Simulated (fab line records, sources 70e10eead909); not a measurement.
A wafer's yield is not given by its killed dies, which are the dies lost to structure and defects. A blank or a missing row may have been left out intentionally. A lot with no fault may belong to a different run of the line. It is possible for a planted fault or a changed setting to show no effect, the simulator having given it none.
fab line records	flow nand_harc
record: lots: 13	wafers: 39	last_day: 33
route steps=1302 shown A_SGD_CUT@890 THIN_TSV@1261 END@1302
lots that met no fault: taken from a fault-free run of the same line
start_h: the number of hours between the record's first day and the start of the first shown wafer of the lot	wait_h: hours from the lot's prior step to this one	" unchanged from the row above	L1.1+2: a row that stands for several wafers	- no value, or no start given	* or withheld: withheld	< > ~ a bound
route shown NAME@n: names a module that has steps shown in the file, with the first one's number in the route	usual: mean and standard deviation over wafers with no fault	same: alike in all rows	chamber/n: place in a boat	sites: the reading at each site	_std_site: their standard deviation	_edge_site: inner sites' mean taken away from outer sites' mean	radius_mm: how far each site lies from the wafer's centre	mask NAME#n: copy n	behind: tool/chamber where the wafer was last shaped	hold: reason for holding the lot/hours on hold/outcome of the hold	device: which transistor (n, p or np) failed to switch	end of line: the tests these same wafers got at the end of their route	for a step that has no rows: nothing shown but its recipe	killed: the dies lost at the first sort to structure and to defects; this is not the yield of the wafer	map: a wafer's dies, x killed, . not, _ none there
set.NAME: the setting the step ran with; set.NAME@STEP: the setting that earlier step ran with	model.NAME: the simulator's own value behind a step, which no gauge read
one table for each step of the route and one row for each wafer, over a sample of lots
services: the hour from which a tool's chamber was out of use, counted from the record's first day as start_h (under 0 if before that day), plus the number of hours and why
== steps ==
step: NHARC_A_SGD_CUT_DEP_00
recipe: target_thk_a: 500	temp_c: 400	target_thk_nm: 50	flow_sccm: 200	rf_w: 450	material: SiNx
usual: heater_power_w: 697/110
lot.wafer	tool	chamber	start_h	wait_h	heater_power_w
L652.2	pecvd-02	2	430.83	0.1	708
L652.4	"	0	"	"	530
L652.6	"	1	"	"	631
L654.3	pecvd-02	2	444.53	0.1	817
L654.2	"	0	"	"	534
L654.5	"	2	"	"	799
L653.2	pecvd-01	1	444.64	0.1	544
L653.6	"	1	"	"	555
L653.4	"	2	"	"	792
L655.1	pecvd-02	1	462.38	0.1	652
L655.3	"	2	"	"	678
L655.4	"	0	"	"	540
L656.1	pecvd-04	1	474.23	0.1	678
L656.6	"	1	"	"	692
L656.5	"	2	"	"	679
L658.1	pecvd-02	0	519.67	0.1	591
L658.3	"	1	"	"	719
L658.2	"	2	"	"	740
L661.2	pecvd-02	1	527.61	0.1	714
L661.5	"	0	"	"	577
L661.4	"	1	"	"	732
L663.1	pecvd-02	1	540.79	0.1	642
L663.2	"	2	"	"	792
L663.6	"	1	"	"	654
L668.1	pecvd-01	2	584.75	0.1	887
L668.4	"	2	"	"	887
L668.6	"	0	"	"	857
L669.2	pecvd-02	0	605.41	0.1	614
L669.5	"	1	"	"	642
L669.6	"	2	"	"	669
L673.1	pecvd-02	1	635.35	0.1	717
L673.2	"	2	"	"	741
L673.6	"	0	"	"	495
L672.3	pecvd-01	0	636.41	0.1	889
L672.6	"	0	"	"	868
L672.5	"	1	"	"	574
L674.2	pecvd-02	2	655.94	0.2	739
L674.6	"	2	"	"	700
L674.5	"	0	"	"	554
step: NHARC_THIN_TSV_DESCUM_14
recipe: time_s: 3	o2_flow_sccm: 200	ar_flow_sccm: 0	bias_power_w: 0	chemistry: O2
usual: drypump_motor_current_A: 5.9/0.66	oes_product_au: 0.998/0.012	rf_vpp_V: 57.7/0.94	showerhead_plenum_p_Torr: 1.91/0.09	throttle_valve_pct: 11.311/0.0091
lot.wafer	tool	chamber	start_h	wait_h	drypump_motor_current_A	oes_product_au	rf_hours_counter_h	rf_vpp_V	showerhead_plenum_p_Torr	throttle_valve_pct
L652.2	rie_diel-12	1	542.23	-	4.7	1.003	6.6	57.6	1.78	11.303
L652.4	"	3	"	"	5.9	1.012	6.5	56.7	1.79	11.321
L652.6	"	0	"	"	6.6	1.005	-	58.0	1.97	11.308
L654.2	rie_diel-01	0	548.14	-	5.2	1.006	7.3	57.9	1.90	11.310
L654.3	"	1	"	"	5.2	1.010	7.9	58.4	2.02	11.305
L654.5	"	2	"	"	6.0	1.018	-	57.6	2.00	11.291
L653.4	rie_diel-12	1	560.62	-	4.7	0.988	8.7	58.0	1.78	11.301
L653.2	"	2	"	"	6.7	0.979	8.5	58.2	1.86	11.297
L653.6	"	0	"	"	6.6	1.014	-	60.0	1.97	11.307
L655.4	rie_diel-06	2	571.19	-	6.6	0.978	4.8	56.6	1.90	11.305
L655.1	"	3	"	"	5.8	0.995	4.8	58.3	1.98	11.321
L655.3	"	1	"	"	5.8	1.001	4.6	58.8	2.05	11.322
L656.1	rie_diel-01	1	577.97	-	5.2	1.015	0.4	58.7	2.02	11.307
L656.5	"	2	"	"	5.9	0.999	-	58.2	2.00	11.296
L656.6	"	3	"	"	6.5	0.995	-	57.9	1.84	11.307
L668.1	rie_diel-01	0	689.99	-	5.2	0.991	4.5	57.4	1.90	11.310
L668.4	"	2	"	"	5.9	0.986	4.5	58.4	2.00	11.306
L668.6	"	3	"	"	6.5	0.986	-	57.4	1.84	11.325
L669.2	rie_diel-12	1	714.59	-	4.7	0.980	5.4	57.4	1.78	11.311
L669.5	"	0	"	"	6.6	0.987	-	58.5	1.97	11.311
L669.6	"	1	"	"	4.7	0.978	-	56.6	1.78	11.299
L672.3	rie_diel-12	1	746.77	-	4.7	0.987	6.6	56.6	1.78	11.315
L672.5	"	0	"	"	6.6	1.001	-	57.9	1.97	11.297
L672.6	"	1	"	"	4.7	1.001	-	58.0	1.78	11.316
L673.1	rie_diel-06	1	747.98	-	5.9	1.010	3.4	57.8	2.05	11.301
L673.2	"	3	"	"	5.8	1.020	3.5	58.0	1.98	11.309
L673.6	"	1	"	"	5.9	1.012	-	59.9	2.05	11.304
L674.2	rie_diel-01	1	761.87	-	5.2	1.006	0.9	58.2	2.01	11.318
L674.6	"	1	"	"	5.2	1.005	-	58.7	2.01	11.312
L674.5	"	2	"	"	5.9	1.006	-	59.2	1.99	11.329
step: NHARC_THIN_TSV_DEP_47
recipe: target_thk_a: 2000	temp_c: withheld	pressure_torr: 6.5	rf_w: 900	teos_flow_sccm: 161.4	flow_sccm: 2650	target_thk_nm: 200	gas: O2	material: SiO2
usual: mfc_precursor_sccm: 161.5/0.53	throttle_valve_pct: 15.9/0.38
lot.wafer	tool	chamber	start_h	wait_h	mfc_precursor_sccm	throttle_valve_pct
L652.2	pecvd-01	1	543.95	-	161.6	16.2
L652.4	"	1	"	"	160.6	16.0
L652.6	"	2	"	"	161.6	16.0
L654.2	pecvd-04	0	549.79	-	161.4	16.3
L654.3	"	2	"	"	161.3	15.4
L654.5	"	1	"	"	162.2	15.2
L653.2	pecvd-04	1	562.31	-	162.8	15.2
L653.6	"	1	"	"	161.6	15.1
L653.4	"	0	"	"	161.4	16.4
L655.3	pecvd-01	2	572.86	-	161.5	15.8
L655.1	"	1	"	"	162.3	16.2
L655.4	"	2	"	"	161.3	16.1
L656.1	pecvd-03	1	579.71	-	162.3	16.2
L656.5	"	2	"	"	161.2	15.9
L656.6	"	1	"	"	161.7	16.1
L668.1	pecvd-01	0	691.74	-	161.6	16.0
L668.4	"	1	"	"	161.2	16.2
L668.6	"	2	"	"	161.1	15.5
L669.2	pecvd-04	2	716.34	-	162.0	15.1
L669.5	"	0	"	"	161.6	16.4
L669.6	"	2	"	"	161.7	15.3
L672.3	pecvd-03	0	748.53	-	161.8	16.1
L672.6	"	1	"	"	161.9	15.8
L672.5	"	0	"	"	161.8	16.1
L673.2	pecvd-01	2	749.66	-	162.6	15.6
L673.1	"	1	"	"	161.1	16.1
L673.6	"	1	"	"	160.6	16.3
L674.2	pecvd-03	2	763.64	-	161.3	16.1
L674.5	"	0	"	"	160.9	16.2
L674.6	"	1	"	"	160.7	15.7
step: NHARC_THIN_TSV_CMP_21
recipe: t_overpolish_s: 30	target_thk_nm: 2000
usual: edge_zone_pressure_frac: 1.000/0.005	motor_current_A: 12.3/0.93	overpolish_run_s: 30.000/0.0087	retaining_ring_pressure_frac: 1.000/0.0047
lot.wafer	tool	chamber	start_h	wait_h	edge_zone_pressure_frac	motor_current_A	overpolish_run_s	retaining_ring_pressure_frac
L652.4	cmp-03	0	546.36	-	0.996	12.6	29.981	0.999
L652.2	"	1	"	"	0.993	12.2	29.989	1.008
L652.6	"	1	"	"	1.004	12.7	29.989	1.006
L654.3	cmp-03	3	552.34	-	0.995	11.8	30.005	0.997
L654.2	"	0	"	"	0.996	12.6	30.000	1.006
L654.5	"	2	"	"	1.001	12.3	29.989	0.991
L653.4	cmp-03	0	564.78	-	1.004	13.0	30.011	0.999
L653.2	"	3	"	"	1.009	11.3	29.987	0.997
L653.6	"	0	"	"	0.999	13.2	30.004	1.009
L655.1	cmp-04	0	575.32	-	1.006	11.6	29.992	0.997
L655.3	"	2	"	"	1.003	12.3	30.008	1.006
L655.4	"	3	"	"	1.001	12.0	30.000	1.000
L656.1	cmp-04	0	582.16	-	0.997	11.1	30.004	0.990
L656.6	"	2	"	"	0.991	12.3	29.996	1.007
L656.5	"	3	"	"	1.004	11.0	30.001	0.997
L668.4	cmp-03	1	694.16	-	1.002	12.9	29.998	1.000
L668.1	"	2	"	"	1.003	12.0	30.006	0.990
L668.6	"	0	"	"	1.005	12.9	29.995	1.002
L669.2	cmp-03	2	718.77	-	1.000	12.5	30.000	0.995
L669.6	"	1	"	"	1.000	13.3	30.009	0.995
L669.5	"	2	"	"	1.007	12.6	30.009	1.004
L672.3	cmp-04	2	751.21	-	0.992	11.8	29.980	1.003
L672.5	"	3	"	"	0.989	11.9	29.981	0.997
L672.6	"	0	"	"	0.996	11.4	29.999	0.996
L673.2	cmp-02	0	752.47	-	1.002	12.2	30.009	1.001
L673.1	"	1	"	"	0.996	14.2	29.997	1.001
L673.6	"	0	"	"	0.991	12.2	29.997	1.000
L674.2	cmp-04	0	766.11	-	1.006	10.9	30.007	0.993
L674.6	"	1	"	"	0.996	13.1	30.004	0.994
L674.5	"	2	"	"	0.997	12.3	29.984	0.996
step: NHARC_END_SORT_01
recipe: temp_c: 25
usual: killed_at_array: 55/12	killed_at_other: 1.0/1.2	killed_at_periphery: 3.9/2.6	killed_dies: 60/12	killed_open: 3.3/1.9	killed_short: 2.5/1.8
same: gross_dies: 677
lot.wafer	tool	chamber	start_h	wait_h	killed_at_array	killed_at_other	killed_at_periphery	killed_dies	killed_open	killed_short
L658.1	prober-02	0	640.49	2.5	599	0	5	604	3	1
L658.2	prober-02	0	641.29	2.8	570	3	6	579	2	2
L658.3	prober-02	0	642.08	3.1	584	4	7	595	4	3
L661.2	prober-02	0	654.64	2.8	567	2	8	577	9	5
L661.4	prober-02	0	656.24	3.4	588	4	14	606	7	3
L661.5	prober-02	0	657.04	3.7	593	1	4	598	6	2
L663.1	prober-01	0	664.15	2.5	595	1	9	605	4	8
L663.2	prober-01	0	664.96	2.8	614	2	4	620	1	3
L663.6	prober-01	0	668.17	4.0	596	2	2	600	6	3
killed by level:class
L658.1 A_SGD_CUT:area_dep=552 A_CHANNEL_HOLE_D2:chamber_film_flake=28 A_CONTACT:chamber_film_flake=6 A_DECK1_JOINT:chamber_film_flake=4 A_CHANNEL_HOLE_D1:chamber_film_flake=3 P_BONDPAD:chamber_film_flake=2 P_M0:geometric_particle:open=1 A_ONON_D2:geometric_particle:open=1
L658.2 A_SGD_CUT:area_dep=524 A_CHANNEL_HOLE_D2:chamber_film_flake=25 A_CONTACT:chamber_film_flake=6 A_CHANNEL_HOLE_D1:chamber_film_flake=5 THIN_TSV:chamber_film_flake=3 P_STI:chamber_film_flake=2 P_GATE:chamber_film_flake=2 A_STAIRCASE:chamber_film_flake=2
L658.3 A_SGD_CUT:area_dep=533 A_CHANNEL_HOLE_D2:chamber_film_flake=34 A_CHANNEL_HOLE_D1:chamber_film_flake=4 THIN_TSV:chamber_film_flake=4 P_BONDPAD:chamber_film_flake=3 A_CONTACT:chamber_film_flake=3 A_WL_FILL:geometric_particle:short=2 P_GATE:chamber_film_flake=2
L661.2 A_SGD_CUT:area_dep=510 A_SLIT:chamber_film_flake=23 A_CHANNEL_HOLE_D2:chamber_film_flake=13 A_CONTACT:chamber_film_flake=4 A_ONON_D1:geometric_particle:open=3 A_CHANNEL_HOLE_D1:chamber_film_flake=3 A_ONON_D1:geometric_particle:short=2 P_STI:chamber_film_flake=2
L661.4 A_SGD_CUT:area_dep=537 A_SLIT:chamber_film_flake=20 A_CHANNEL_HOLE_D2:chamber_film_flake=14 A_CHANNEL_HOLE_D1:chamber_film_flake=5 P_CONTACT:chamber_film_flake=4 A_CONTACT:chamber_film_flake=4 THIN_TSV:chamber_film_flake=4 P_GATE:geometric_particle:open=3
L661.5 A_SGD_CUT:area_dep=539 A_SLIT:chamber_film_flake=30 A_CHANNEL_HOLE_D2:chamber_film_flake=12 A_ONON_D2:geometric_particle:open=2 P_CONTACT:chamber_film_flake=2 A_CONTACT:chamber_film_flake=2 P_M0:geometric_particle:open=1 A_SOURCE_PLATE:geometric_particle:open=1
L663.1 A_SGD_CUT:area_dep=549 A_SLIT:chamber_film_flake=24 A_CHANNEL_HOLE_D1:chamber_film_flake=8 A_CHANNEL_HOLE_D2:chamber_film_flake=3 A_ONON_D1:geometric_particle:short=2 A_CHANNEL_FILL_D1:geometric_particle:short=2 P_ZERO_WELL:chamber_film_flake=2 P_M0:geometric_particle:short=1
L663.2 A_SGD_CUT:area_dep=572 A_SLIT:chamber_film_flake=30 A_CHANNEL_HOLE_D1:chamber_film_flake=6 P_STI:chamber_film_flake=2 A_CONTACT:chamber_film_flake=2 P_M1:geometric_particle:short=1 A_SGD_CUT:geometric_particle:short=1 A_WL_FILL:geometric_particle:open=1
L663.6 A_SGD_CUT:area_dep=551 A_SLIT:chamber_film_flake=29 A_CHANNEL_HOLE_D1:chamber_film_flake=4 THIN_TSV:chamber_film_flake=2 P_M1:geometric_particle:open=1 A_ONON_D1:geometric_particle:open=1 A_ONON_D1:geometric_particle:short=1 A_CHANNEL_FILL_D1:geometric_particle:open=1
== services ==
tool	chamber	start_h	hours	kind
pecvd-02	-	408.13	13.0	pm
rie_diel-12	0	411.98	35.4	repair
rie_diel-01	-	412.07	0.2	repair
cmp-04	-	418.38	2.7	repair
pecvd-01	-	424.07	3.4	repair
rie_diel-12	1	428.58	22.2	repair
cmp-03	-	435.39	1.8	repair
rie_diel-12	-	445.40	9.0	pm
pecvd-04	-	450.44	13.0	pm
cmp-03	-	456.00	4.0	pm
cmp-03	-	467.05	1.7	repair
pecvd-02	-	481.12	0.6	repair
pecvd-01	-	492.00	13.0	pm
cmp-03	-	554.00	4.0	pm
pecvd-02	-	589.13	13.0	pm
cmp-03	-	615.45	0.5	repair
cmp-03	-	652.00	4.0	pm
pecvd-01	-	673.00	13.0	pm
cmp-03	-	721.82	2.5	repair
pecvd-01	1	722.09	6.0	repair
pecvd-01	0	743.17	21.1	repair
pecvd-02	0	743.84	6.4	repair
cmp-03	-	750.00	4.0	pm
cmp-03	-	757.90	1.8	repair
== key ==
first_sign: step: NHARC_END_SORT_01	reading: killed_dies	direction: up	sigmas: 45	usual: 60	struck: 598
effect: step: NHARC_END_SORT_01	reading: killed_at_array	direction: up	sigmas: 45	usual: 55	struck: 590
more_kills_born_at: NHARC_A_SGD_CUT_DEP_00@pecvd-02: 4867
met_at NHARC_A_SGD_CUT_DEP_00
struck_lots L658,L661,L663
later_rows_left_out L658.1,L658.2,L658.3,L661.2,L661.4,L661.5,L663.1,L663.2,L663.6
tester_left_out L658,L661,L663
not_acting_at NHARC_THIN_TSV_DESCUM_14,NHARC_THIN_TSV_DEP_47,NHARC_THIN_TSV_CMP_21
onset_between 462.38 519.67
fault: kind: process_parameter_drift	tool: pecvd-02	chamber: -	onset_h: 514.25	steps: NHARC_A_SGD_CUT_DEP_00	channel: target_thk_nm	offset: 15.745	shape: step	end_h: 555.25	acts_in: these_recipes_only	stated: 50
tester_left_out: of these lots the tester's yield and bins aren't shown, on N5 and GAA mostly nor the transistor test; their killed dies are dies lost to structure and defects alone, not to doping, threshold or leakage, so they don't give the yield
later_rows_left_out: the simulator's readings of these wafers behind a module that went badly wrong aren't trusted and aren't shown, but for the sort
